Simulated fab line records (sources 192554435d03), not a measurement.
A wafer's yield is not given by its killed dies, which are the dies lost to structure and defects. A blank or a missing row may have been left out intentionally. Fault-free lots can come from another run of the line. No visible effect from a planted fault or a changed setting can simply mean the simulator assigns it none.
Chamber matching -- flow n5Finfet -- 4 sister chambers for N5_GATE_CUT_ETCH_28 on rieDiel-04
The step etches underlayer in N2/H2, target depth 13 nm, time 10.4 s. 4 wafers are shown with their chamber, then 8 later ones without.

== WAFERS, EACH WITH ITS CHAMBER ==
wafer,chamber,showerheadPlenumPTorr (Torr)
L089.4,0,2.34
L089.5,1,2.57
L089.6,3,2.50
L092.1,2,2.59

== WAFERS WHOSE CHAMBER IS MISSING ==
wafer,showerheadPlenumPTorr (Torr)
L092.4,2.57
L092.5,2.49
L097.2,2.56
L097.3,2.49
L097.5,2.59
L096.3,2.49
L096.4,2.34
L096.6,2.56

== WHICH CHAMBER EACH WENT THROUGH ==
wafer,from the rows above,in truth
L092.4,1,1
L092.5,3,3
L097.2,1,1
L097.3,3,3
L097.5,2,2
L096.3,3,3
L096.4,0,0
L096.6,1,1
Correctly placed: 8 of 8. From these rows, 0 cannot be placed. 0 placed wrongly.
How it was worked out, from the rows above alone: a wafer's distance from a chamber is the root of the sum, over the readings, of the square of ((its reading less the chamber's mean) divided by the reading's scatter). The wafer belongs to the nearest chamber; if the next one is less than 2 further off, it can't be placed. Each chamber's mean is taken over the wafers shown for it. The scatter (one wafer shown for each chamber): square how far every hidden wafer sits from the nearest shown wafer, average those squares and take the square root.
